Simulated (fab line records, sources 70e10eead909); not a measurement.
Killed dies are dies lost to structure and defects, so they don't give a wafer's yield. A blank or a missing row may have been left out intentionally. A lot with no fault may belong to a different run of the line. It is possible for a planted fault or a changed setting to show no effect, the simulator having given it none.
Which tool was responsible? :: flow nand_harc :: 32 wafers from 12 lots sampled at 6 of the route's 1159 steps

WHAT THE GAUGES READ, wafer by wafer
NHARC_END_SORT_01. Usual: killed_at_array 24, standard deviation 7.4; killed_at_other 0.5, standard deviation 0.81; killed_at_periphery 3.4, standard deviation 2.3; killed_dies 28, standard deviation 8; killed_open 3.4, standard deviation 1.8; killed_short 2.0, standard deviation 1.4.
lot: L683
measured: day 20 17:22
on: prober-02
killed_at_array: 99
killed_at_other: 0
killed_at_periphery: 5
killed_dies: 104
killed_open: 7
killed_short: 2
flag: OFF

lot: L680
measured: day 20 21:04
on: prober-01
killed_at_array: 83
killed_at_other: 2
killed_at_periphery: 3
killed_dies: 88
killed_open: 4
killed_short: 3
flag: OFF

EACH LOT AND THE TOOL THAT RAN IT (in order: tool; ch and the chambers of the sampled wafers; start)
lot: L679
NHARC_A_CONTACT_ETCH_127: har_cap_etch-03 ch 0,1, day 16 20:04
NHARC_A_CONTACT_ETCH_132: har_cap_etch-03 ch 0,1, day 16 20:46
NHARC_A_CONTACT_DEP_85: pecvd-02 ch 0,1,2, day 17 00:11
NHARC_A_CONTACT_DESCUM_13: rie_diel-11 ch 0,3, day 17 00:58
NHARC_A_CONTACT_ETCH_88: rie_diel-11 ch 0,3, day 17 01:03

lot: L677
NHARC_A_CONTACT_ETCH_127: har_cap_etch-01 ch 0,1, day 17 00:38
NHARC_A_CONTACT_ETCH_132: har_cap_etch-01 ch 0,1, day 17 01:21
NHARC_A_CONTACT_DEP_85: pecvd-02 ch 0,1,2, day 17 04:47
NHARC_A_CONTACT_DESCUM_13: rie_diel-11 ch 1,2, day 17 05:41
NHARC_A_CONTACT_ETCH_88: rie_diel-11 ch 0,1,3, day 17 05:47

lot: L682
NHARC_A_CONTACT_ETCH_127: har_cap_etch-03 ch 0, day 17 08:47
NHARC_A_CONTACT_ETCH_132: har_cap_etch-03 ch 0, day 17 09:30
NHARC_A_CONTACT_DEP_85: pecvd-01 ch 1,2, day 17 13:06
NHARC_A_CONTACT_DESCUM_13: rie_diel-11 ch 1,2, day 17 13:59
NHARC_A_CONTACT_ETCH_88: rie_diel-11 ch 0,1,2, day 17 14:04

lot: L683
NHARC_A_CONTACT_ETCH_127: har_cap_etch-03 ch 0, day 17 14:19
NHARC_A_CONTACT_ETCH_132: har_cap_etch-03 ch 0, day 17 15:02
NHARC_A_CONTACT_DEP_85: pecvd-04 ch 2, day 17 20:13
NHARC_A_CONTACT_DESCUM_13: rie_diel-11 ch 2, day 17 23:19
NHARC_A_CONTACT_ETCH_88: rie_diel-11 ch 3, day 17 23:26

lot: L680
NHARC_A_CONTACT_ETCH_127: har_cap_etch-03 ch 0, day 17 21:59
NHARC_A_CONTACT_ETCH_132: har_cap_etch-03 ch 0, day 17 22:41
NHARC_A_CONTACT_DEP_85: pecvd-01 ch 0, day 18 02:55
NHARC_A_CONTACT_DESCUM_13: rie_diel-11 ch 1, day 18 06:50
NHARC_A_CONTACT_ETCH_88: rie_diel-11 ch 2, day 18 06:55

lot: L687
NHARC_A_CONTACT_ETCH_127: har_cap_etch-01 ch 0,1, day 19 05:46
NHARC_A_CONTACT_ETCH_132: har_cap_etch-01 ch 0,1, day 19 06:28
NHARC_A_CONTACT_DEP_85: pecvd-01 ch 0,2, day 19 09:39
NHARC_A_CONTACT_DESCUM_13: rie_diel-01 ch 0,1, day 19 10:31
NHARC_A_CONTACT_ETCH_88: rie_diel-01 ch 0,3, day 19 10:35

lot: L693
NHARC_A_CONTACT_ETCH_127: har_cap_etch-01 ch 0,1, day 20 17:35
NHARC_A_CONTACT_ETCH_132: har_cap_etch-01 ch 0,1, day 20 18:17
NHARC_A_CONTACT_DEP_85: pecvd-01 ch 0,1,2, day 21 00:22
NHARC_A_CONTACT_DESCUM_13: rie_diel-01 ch 2,3, day 21 01:14
NHARC_A_CONTACT_ETCH_88: rie_diel-01 ch 1,2, day 21 01:20

lot: L692
NHARC_A_CONTACT_ETCH_127: har_cap_etch-03 ch 0, day 20 20:02
NHARC_A_CONTACT_ETCH_132: har_cap_etch-03 ch 0, day 20 20:44
NHARC_A_CONTACT_DEP_85: pecvd-04 ch 0,1,2, day 21 03:02
NHARC_A_CONTACT_DESCUM_13: rie_diel-12 ch 1,2, day 21 03:49
NHARC_A_CONTACT_ETCH_88: rie_diel-12 ch 0,3, day 21 03:54

lot: L696
NHARC_A_CONTACT_ETCH_127: har_cap_etch-03 ch 0,1, day 21 01:50
NHARC_A_CONTACT_ETCH_132: har_cap_etch-03 ch 0,1, day 21 02:32
NHARC_A_CONTACT_DEP_85: pecvd-02 ch 0,1,2, day 21 09:49
NHARC_A_CONTACT_DESCUM_13: rie_diel-01 ch 1,2,3, day 21 10:34
NHARC_A_CONTACT_ETCH_88: rie_diel-01 ch 2,3, day 21 10:40

lot: L697
NHARC_A_CONTACT_ETCH_127: har_cap_etch-01 ch 0, day 21 11:05
NHARC_A_CONTACT_ETCH_132: har_cap_etch-01 ch 0, day 21 11:47
NHARC_A_CONTACT_DEP_85: pecvd-02 ch 1,2, day 21 15:59
NHARC_A_CONTACT_DESCUM_13: rie_diel-11 ch 0,1,2, day 21 16:54
NHARC_A_CONTACT_ETCH_88: rie_diel-11 ch 0,1,2, day 21 16:58

lot: L698
NHARC_A_CONTACT_ETCH_127: har_cap_etch-01 ch 0,1, day 21 16:29
NHARC_A_CONTACT_ETCH_132: har_cap_etch-01 ch 0,1, day 21 17:12
NHARC_A_CONTACT_DEP_85: pecvd-04 ch 0,1, day 21 21:46
NHARC_A_CONTACT_DESCUM_13: rie_diel-12 ch 0,3, day 21 22:32
NHARC_A_CONTACT_ETCH_88: rie_diel-12 ch 0,2,3, day 21 22:38

lot: L700
NHARC_A_CONTACT_ETCH_127: har_cap_etch-02 ch 0,1, day 22 14:28
NHARC_A_CONTACT_ETCH_132: har_cap_etch-02 ch 0,1, day 22 15:10
NHARC_A_CONTACT_DEP_85: pecvd-01 ch 0,2, day 22 19:25
NHARC_A_CONTACT_DESCUM_13: rie_diel-11 ch 0,2, day 22 20:19
NHARC_A_CONTACT_ETCH_88: rie_diel-11 ch 2,3, day 22 20:24
- NHARC_A_CONTACT_ETCH_127: etches the open film in C4F8/O2/Ar, time 155 s, target depth 956 nm.
- NHARC_A_CONTACT_ETCH_132: etches the open film in C4F8/O2/Ar, time 156 s, target depth 958 nm.
- NHARC_A_CONTACT_DEP_85: deposits SiON, target thk 50 nm.
- NHARC_A_CONTACT_DESCUM_13: chemistry O2, time 3 s.
- NHARC_A_CONTACT_ETCH_88: etches the open film in CF4, target depth 39 nm, time 65 s.

AS READ BY THE TOOLS THEMSELVES (means over the sampled wafers that have a number; for cases with no such wafer, the mark the record gives instead)
NHARC_A_CONTACT_DEP_85. Usual: heater_power_outer_w 462 W, standard deviation 39; heater_power_w 758 W, standard deviation 62; rf_fwd_power_W 348.6 W, standard deviation 1.
lot: L679
tool: pecvd-02
heater_power_outer_w (W): 468
heater_power_w (W): 761
rf_fwd_power_W (W): 348.6
flag: 

lot: L677
tool: pecvd-02
heater_power_outer_w (W): 441
heater_power_w (W): 718
rf_fwd_power_W (W): 348.3
flag: 

lot: L682
tool: pecvd-01
heater_power_outer_w (W): 406
heater_power_w (W): 662
rf_fwd_power_W (W): 349.1
flag: 

lot: L683
tool: pecvd-04
heater_power_outer_w (W): 509
heater_power_w (W): 791
rf_fwd_power_W (W): 349.1
flag: 

lot: L680
tool: pecvd-01
heater_power_outer_w (W): 415
heater_power_w (W): 721
rf_fwd_power_W (W): 349.0
flag: 

lot: L687
tool: pecvd-01
heater_power_outer_w (W): 496
heater_power_w (W): 810
rf_fwd_power_W (W): 349.8
flag: 

lot: L693
tool: pecvd-01
heater_power_outer_w (W): 480
heater_power_w (W): 793
rf_fwd_power_W (W): 348.6
flag: 

lot: L692
tool: pecvd-04
heater_power_outer_w (W): 467
heater_power_w (W): 764
rf_fwd_power_W (W): 348.3
flag: 

lot: L696
tool: pecvd-02
heater_power_outer_w (W): 474
heater_power_w (W): 772
rf_fwd_power_W (W): 347.9
flag: 

lot: L697
tool: pecvd-02
heater_power_outer_w (W): 502
heater_power_w (W): 830
rf_fwd_power_W (W): 348.2
flag: 

lot: L698
tool: pecvd-04
heater_power_outer_w (W): 464
heater_power_w (W): 795
rf_fwd_power_W (W): 348.9
flag: 

lot: L700
tool: pecvd-01
heater_power_outer_w (W): 413
heater_power_w (W): 680
rf_fwd_power_W (W): 348.7
flag: 

NHARC_A_CONTACT_DESCUM_13. Usual: drypump_motor_current_A 5.7 A, standard deviation 0.41; oes_product_au 1.003 a.u., standard deviation 0.0062; rf_vpp_V 57.9 V, standard deviation 0.98; showerhead_plenum_p_Torr 1.95 Torr, standard deviation 0.091; throttle_valve_pct 11.311 %, standard deviation 0.0086.
lot: L679
tool: rie_diel-11
drypump_motor_current_A (A): 5.7
oes_product_au (a.u.): 0.996
rf_vpp_V (V): 58.7
showerhead_plenum_p_Torr (Torr): 1.97
throttle_valve_pct (%): 11.316
flag: 

lot: L677
tool: rie_diel-11
drypump_motor_current_A (A): 5.6
oes_product_au (a.u.): 1.007
rf_vpp_V (V): 58.2
showerhead_plenum_p_Torr (Torr): 1.95
throttle_valve_pct (%): 11.314
flag: 

lot: L682
tool: rie_diel-11
drypump_motor_current_A (A): 5.7
oes_product_au (a.u.): 1.003
rf_vpp_V (V): 57.2
showerhead_plenum_p_Torr (Torr): 1.88
throttle_valve_pct (%): 11.297
flag: 

lot: L683
tool: rie_diel-11
drypump_motor_current_A (A): 5.8
oes_product_au (a.u.): 0.997
rf_vpp_V (V): 57.5
showerhead_plenum_p_Torr (Torr): 1.80
throttle_valve_pct (%): 11.314
flag: 

lot: L680
tool: rie_diel-11
drypump_motor_current_A (A): 5.5
oes_product_au (a.u.): 1.007
rf_vpp_V (V): 59.3
showerhead_plenum_p_Torr (Torr): 2.03
throttle_valve_pct (%): 11.309
flag: 

lot: L687
tool: rie_diel-01
drypump_motor_current_A (A): 5.9
oes_product_au (a.u.): 1.005
rf_vpp_V (V): 57.5
showerhead_plenum_p_Torr (Torr): 1.87
throttle_valve_pct (%): 11.305
flag: 

lot: L693
tool: rie_diel-01
drypump_motor_current_A (A): 6.4
oes_product_au (a.u.): 0.993
rf_vpp_V (V): 58.2
showerhead_plenum_p_Torr (Torr): 1.95
throttle_valve_pct (%): 11.314
flag: 

lot: L692
tool: rie_diel-12
drypump_motor_current_A (A): 4.9
oes_product_au (a.u.): 1.003
rf_vpp_V (V): 58.3
showerhead_plenum_p_Torr (Torr): 2.04
throttle_valve_pct (%): 11.309
flag: 

lot: L696
tool: rie_diel-01
drypump_motor_current_A (A): 6.2
oes_product_au (a.u.): 1.002
rf_vpp_V (V): 58.5
showerhead_plenum_p_Torr (Torr): 1.93
throttle_valve_pct (%): 11.306
flag: 

lot: L697
tool: rie_diel-11
drypump_motor_current_A (A): 5.6
oes_product_au (a.u.): 1.005
rf_vpp_V (V): 57.5
showerhead_plenum_p_Torr (Torr): 1.95
throttle_valve_pct (%): 11.313
flag: 

lot: L698
tool: rie_diel-12
drypump_motor_current_A (A): 5.5
oes_product_au (a.u.): 1.010
rf_vpp_V (V): 57.7
showerhead_plenum_p_Torr (Torr): 2.04
throttle_valve_pct (%): 11.301
flag: 

lot: L700
tool: rie_diel-11
drypump_motor_current_A (A): 5.7
oes_product_au (a.u.): 0.997
rf_vpp_V (V): 57.7
showerhead_plenum_p_Torr (Torr): 1.94
throttle_valve_pct (%): 11.315
flag: 

NHARC_A_CONTACT_ETCH_88. Usual: for cf4_flow_sccm, 150.0 sccm with a standard deviation of 0.42; for drypump_motor_current_A, 5.8 A with a standard deviation of 0.4; for oes_product_au, 1.002 a.u. with a standard deviation of 0.0067; for rf_fwd_power_W, 297.3 W with a standard deviation of 1.1; for rf_vpp_V, 151.6 V with a standard deviation of 1.2; for showerhead_plenum_p_Torr, 1.80 Torr with a standard deviation of 0.076; for throttle_valve_pct, 13.285 % with a standard deviation of 0.0089.
lot: L679
tool: rie_diel-11
cf4_flow_sccm (sccm): 150.2
drypump_motor_current_A (A): 5.7
oes_product_au (a.u.): 1.003
rf_fwd_power_W (W): 298.2
rf_vpp_V (V): 151.5
showerhead_plenum_p_Torr (Torr): 1.81
throttle_valve_pct (%): 13.279
flag: 

lot: L677
tool: rie_diel-11
cf4_flow_sccm (sccm): 149.9
drypump_motor_current_A (A): 5.7
oes_product_au (a.u.): 0.992
rf_fwd_power_W (W): 297.1
rf_vpp_V (V): 151.9
showerhead_plenum_p_Torr (Torr): 1.84
throttle_valve_pct (%): 13.286
flag: 

lot: L682
tool: rie_diel-11
cf4_flow_sccm (sccm): 149.4
drypump_motor_current_A (A): 5.7
oes_product_au (a.u.): 1.000
rf_fwd_power_W (W): 296.0
rf_vpp_V (V): 152.0
showerhead_plenum_p_Torr (Torr): 1.80
throttle_valve_pct (%): 13.293
flag: 

lot: L683
tool: rie_diel-11
cf4_flow_sccm (sccm): 149.6
drypump_motor_current_A (A): 5.8
oes_product_au (a.u.): 1.001
rf_fwd_power_W (W): 297.2
rf_vpp_V (V): 152.2
showerhead_plenum_p_Torr (Torr): 1.79
throttle_valve_pct (%): 13.275
flag: 

lot: L680
tool: rie_diel-11
cf4_flow_sccm (sccm): 149.6
drypump_motor_current_A (A): 5.7
oes_product_au (a.u.): 1.001
rf_fwd_power_W (W): 298.3
rf_vpp_V (V): 151.4
showerhead_plenum_p_Torr (Torr): 1.67
throttle_valve_pct (%): 13.286
flag: 

lot: L687
tool: rie_diel-01
cf4_flow_sccm (sccm): 149.6
drypump_motor_current_A (A): 6.3
oes_product_au (a.u.): 1.007
rf_fwd_power_W (W): 297.9
rf_vpp_V (V): 151.0
showerhead_plenum_p_Torr (Torr): 1.77
throttle_valve_pct (%): 13.286
flag: 

lot: L693
tool: rie_diel-01
cf4_flow_sccm (sccm): 149.9
drypump_motor_current_A (A): 6.0
oes_product_au (a.u.): 1.006
rf_fwd_power_W (W): 297.8
rf_vpp_V (V): 151.1
showerhead_plenum_p_Torr (Torr): 1.76
throttle_valve_pct (%): 13.283
flag: 

lot: L692
tool: rie_diel-12
cf4_flow_sccm (sccm): 149.6
drypump_motor_current_A (A): 5.5
oes_product_au (a.u.): 1.001
rf_fwd_power_W (W): 295.9
rf_vpp_V (V): 152.1
showerhead_plenum_p_Torr (Torr): 1.88
throttle_valve_pct (%): 13.293
flag: 

lot: L696
tool: rie_diel-01
cf4_flow_sccm (sccm): 149.9
drypump_motor_current_A (A): 6.5
oes_product_au (a.u.): 0.998
rf_fwd_power_W (W): 296.3
rf_vpp_V (V): 150.9
showerhead_plenum_p_Torr (Torr): 1.78
throttle_valve_pct (%): 13.287
flag: 

lot: L697
tool: rie_diel-11
cf4_flow_sccm (sccm): 149.9
drypump_motor_current_A (A): 5.7
oes_product_au (a.u.): 1.009
rf_fwd_power_W (W): 297.7
rf_vpp_V (V): 152.4
showerhead_plenum_p_Torr (Torr): 1.79
throttle_valve_pct (%): 13.286
flag: 

lot: L698
tool: rie_diel-12
cf4_flow_sccm (sccm): 149.8
drypump_motor_current_A (A): 5.2
oes_product_au (a.u.): 1.002
rf_fwd_power_W (W): 298.2
rf_vpp_V (V): 151.9
showerhead_plenum_p_Torr (Torr): 1.89
throttle_valve_pct (%): 13.282
flag: 

lot: L700
tool: rie_diel-11
cf4_flow_sccm (sccm): 150.2
drypump_motor_current_A (A): 5.8
oes_product_au (a.u.): 0.999
rf_fwd_power_W (W): 297.4
rf_vpp_V (V): 151.9
showerhead_plenum_p_Torr (Torr): 1.74
throttle_valve_pct (%): 13.289
flag: 

THE ANSWER, worked out from the rows above alone
Rule: lot off if the mean of its wafers having a number is beyond 3 standard deviations from the usual mean. Also off: a lot with no number at a reading for which 4 or more lots have one. Where the step has rows for the other lots, those lots are counted as sound. The gauges are gone through in route order, then the tools' own readings, and for those a lot's mean is taken as printed above. At the first step where some lot is off, the reading lying furthest off is the one used; lots without a number count as furthest.
Off, at NHARC_END_SORT_01 on killed_at_array: L683, L680. Neither off nor sound, because the step has no rows for them: L679, L677, L682, L687, L693, L692, L696, L697, L698, L700.
A tool fits if, at a process step before that reading, it ran every lot that is off, and no sound lot after the first of them. Those tools and the gauges at NHARC_END_SORT_01 are tried in the same way. This does not decide it: 2 tools fit, namely har_cap_etch-03 at NHARC_A_CONTACT_ETCH_127 and NHARC_A_CONTACT_ETCH_132 and rie_diel-11 at NHARC_A_CONTACT_DESCUM_13 and NHARC_A_CONTACT_ETCH_88.

WHAT THE SIMULATOR HAD INSERTED
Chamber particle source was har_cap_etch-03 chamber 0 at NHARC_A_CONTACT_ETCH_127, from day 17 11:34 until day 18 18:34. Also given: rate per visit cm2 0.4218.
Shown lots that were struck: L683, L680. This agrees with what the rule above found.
